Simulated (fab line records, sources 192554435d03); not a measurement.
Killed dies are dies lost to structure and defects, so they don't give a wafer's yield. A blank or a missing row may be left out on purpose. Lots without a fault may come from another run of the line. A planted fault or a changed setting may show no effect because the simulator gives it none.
Split-lot experiment | flow n5_finfet | 7 lots, 39 wafers read, on a route of 1938 steps

THE SPLIT
At N5_BEOL_M8_HM_DEP_02 (deposits TiN, target thk 20 nm), the setting target_thk_a was moved away from the recipe's 200 angstrom on 15 of the 39 wafers read, by -47.9% to +37.1%. The other wafers ran this setting at the recipe's value.

FROM THE SPLIT TO THE READING: what the file shows between them, 4 steps
- N5_BEOL_M8_COAT_59: time 60 s, resist thk 100 nm
- N5_BEOL_M8_COAT_60: time 60 s, resist thk 35 nm
- N5_BEOL_M8_STRIP_68: strips in N2/H2
- N5_BEOL_M8_STRIP_67: strips in CF4

THE READING
etch.depth_nm (the simulator's own value, which no gauge read), in nm, at N5_BEOL_M8_HM_OPEN_17 (chemistry Cl2/BCl3, target TiN, target depth 20 nm, overetch 6 nm). The file gives no usual value for it. The 24 wafers here that ran the recipe average 20.07 nm, standard deviation 0.19 nm.

wafer  | tool, chamber at the split | target_thk_a as run, angstrom | against the recipe | etch.depth_nm, nm | against lot-mates on the recipe
L075.1 | pvd_sputter-01, -          | 200                           | recipe             | 20.3              | -
L075.2 | pvd_sputter-01, -          | 200                           | recipe             | 20.15             | -
L075.3 | pvd_sputter-01, -          | 200                           | recipe             | 20.13             | -
L075.4 | pvd_sputter-01, -          | 200                           | recipe             | 20                | -
L075.5 | pvd_sputter-01, -          | 200                           | recipe             | 20.1              | -
L075.6 | pvd_sputter-01, -          | 200                           | recipe             | 19.9              | -
L079.1 | pvd_sputter-01, -          | 200                           | recipe             | 20.01             | -
L079.2 | pvd_sputter-01, -          | 274.2                         | +37.1%             | 26.05             | +5.90
L079.3 | pvd_sputter-01, -          | 274.2                         | +37.1%             | 26.48             | +6.33
L079.4 | pvd_sputter-01, -          | 200                           | recipe             | 20.37             | -
L079.5 | pvd_sputter-01, -          | 200                           | recipe             | 20.06             | -
L079.6 | pvd_sputter-01, -          | 274.2                         | +37.1%             | 26.45             | +6.30
L083.1 | pvd_sputter-03, -          | 113.6                         | -43.2%             | 11.43             | -8.64
L083.2 | pvd_sputter-03, -          | 113.6                         | -43.2%             | 11.42             | -8.65
L083.3 | pvd_sputter-03, -          | 113.6                         | -43.2%             | 11.56             | -8.51
L083.4 | pvd_sputter-03, -          | 200                           | recipe             | 20.11             | -
L083.5 | pvd_sputter-03, -          | 200                           | recipe             | 20.18             | -
L083.6 | pvd_sputter-03, -          | 200                           | recipe             | 19.91             | -
L090.1 | pvd_sputter-03, -          | 167                           | -16.5%             | 16.15             | -3.56
L090.2 | pvd_sputter-03, -          | 200                           | recipe             | 19.85             | -
L090.3 | pvd_sputter-03, -          | 167                           | -16.5%             | 16.49             | -3.22
L090.4 | pvd_sputter-03, -          | 200                           | recipe             | 19.66             | -
L090.5 | pvd_sputter-03, -          | 200                           | recipe             | 19.63             | -
L090.6 | pvd_sputter-03, -          | 167                           | -16.5%             | 16.58             | -3.13
L088.1 | pvd_sputter-01, -          | 200                           | recipe             | 20.23             | -
L088.2 | pvd_sputter-01, -          | 200                           | recipe             | 20.17             | -
L088.3 | pvd_sputter-01, -          | 104.3                         | -47.9%             | 10.36             | -9.86
L088.4 | pvd_sputter-01, -          | 200                           | recipe             | 20.27             | -
L088.5 | pvd_sputter-01, -          | 104.3                         | -47.9%             | 10.54             | -9.68
L088.6 | pvd_sputter-01, -          | 104.3                         | -47.9%             | 10.59             | -9.63
L092.1 | pvd_sputter-03, -          | 200                           | recipe             | 20.11             | -
L092.5 | pvd_sputter-03, -          | 200                           | recipe             | 20.29             | -
L092.6 | pvd_sputter-03, -          | 200                           | recipe             | 20.2              | -
L091.1 | pvd_sputter-02, -          | 200                           | recipe             | 19.88             | -
L091.2 | pvd_sputter-02, -          | 150.4                         | -24.8%             | 15.22             | -4.82
L091.3 | pvd_sputter-02, -          | 200                           | recipe             | 20.16             | -
L091.4 | pvd_sputter-02, -          | 200                           | recipe             | 20.09             | -
L091.5 | pvd_sputter-02, -          | 150.4                         | -24.8%             | 15.14             | -4.90
L091.6 | pvd_sputter-02, -          | 150.4                         | -24.8%             | 14.95             | -5.09

THE FIT
A straight line over all 39 wafers: etch.depth_nm changes by +0.191 nm for each +1% of target_thk_a; r = +1.00; the points scatter about the line by 0.32 nm.
The same after taking each lot's own level away (the mean of its wafers on the recipe; 39 wafers): +0.191 nm for each +1%; r = +1.00; scatter 0.31 nm.
On that fit, the largest move of target_thk_a shifts the reading by 9.1 nm.
The lots' own levels span 19.713 to 20.223 nm, that is 2.7 times the standard deviation above.
So the lot-to-lot level changes the slope little: the two slopes agree.
Check: with one of the wafers moved furthest among these (-47.9%) left out of the fit, the line predicts -9.24 nm for it against its lot-mates. It came out at -9.86 nm against them.

OTHER SPLITS ON THESE WAFERS
These wafers also went through other splits before the reading. Each is held against what the fit with the lots' levels taken away leaves over:
other split on the same wafers   | wafers away from the commonest value | r with etch.depth_nm (lot level and that fit taken away)
N5_BEOL_M5_TRENCH_ETCH_37 time_s | 9                                    | +0.22

THE WHOLE CHAIN: every reading that the file lists as answering this split, in the file's order
step                  | what it does                                                      | reading                                                                          | change (the file's fit)               | r (the file's)
N5_BEOL_M8_HM_DEP_02  | deposits TiN, target thk 20 nm                                    | TiN_of_BEOL_M8_HM_DEP_02.thk_nm (the simulator's own value, which no gauge read) | +0.2 nm for each +1% of the setting   | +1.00
N5_BEOL_M8_HM_OPEN_17 | chemistry Cl2/BCl3, target TiN, target depth 20 nm, overetch 6 nm | etch.depth_nm (the simulator's own value, which no gauge read)                   | +0.194 nm for each +1% of the setting | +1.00

THE FILE'S OWN FIT
etch.depth_nm changes by +0.194 nm for each +1% of target_thk_a, r = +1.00.
